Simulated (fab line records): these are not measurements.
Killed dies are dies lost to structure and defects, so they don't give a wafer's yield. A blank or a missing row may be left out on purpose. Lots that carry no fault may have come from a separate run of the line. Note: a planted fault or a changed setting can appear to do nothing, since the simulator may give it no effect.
Matching of chambers    flow nand harc    NHARC_A_STAIRCASE_DEP_325 on pecvd-01: 3 sister chambers
The step deposits SiO2, target thk 3800 nm. 16 wafers are shown with their chamber, then 8 later ones without.

== EACH WAFER AND ITS CHAMBER ==
wafer   chamber  heater power w (W)  heater power outer w (W)
L077.3  0        722                 437
L077.4  2        457                 303
L077.6  0        707                 434
L076.2  0        865                 542
L076.4  2        458                 311
L076.5  2        459                 310
L079.2  0        892                 559
L079.3  1        534                 299
L079.6  0        712                 437
L083.1  0        750                 469
L083.3  2        493                 324
L083.5  1        511                 274
L086.1  0        752                 468
L086.4  0        706                 418
L086.6  1        496                 267
L088.2  2        553                 368

SIGNATURES (averages over the wafers above)
reading               chamber 0  chamber 1  chamber 2  scatter within a chamber
heater power w        763.25     513.67     484.00     59.2
heater power outer w  470.50     280.00     323.20     41.7
Rule: a wafer lies at a distance from a chamber equal to the root of the sum of squares, over the readings, of (its reading less the chamber's mean, divided by the reading's scatter). If the next closest chamber is less than 2 further off than the closest, the wafer can't be placed; otherwise it belongs to the closest. The scatter is the square root of a quotient: the sum, over the shown wafers, of each reading's squared deviation from its chamber's mean, divided by wafers minus chambers.

== WAFERS WITH NO CHAMBER GIVEN ==
wafer   heater power w (W)  heater power outer w (W)
L088.3  832                 521
L088.6  719                 435
L093.1  791                 505
L093.2  614                 351
L093.6  507                 265
L092.1  844                 533
L092.3  624                 369
L092.4  512                 266

== CHAMBER TAKEN BY EACH ==
wafer   from the rows above           in truth
L088.3  0                             0
L088.6  0                             0
L093.1  0                             0
L093.2  can't be placed: 2 or 1 or 0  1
L093.6  can't be placed: 1 or 2       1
L092.1  0                             0
L092.3  can't be placed: 2 or 1 or 0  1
L092.4  can't be placed: 1 or 2       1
4 of 8 placed correctly. These rows do not allow placing 4 (true chamber among the candidates in 4). Placed wrongly: 0.
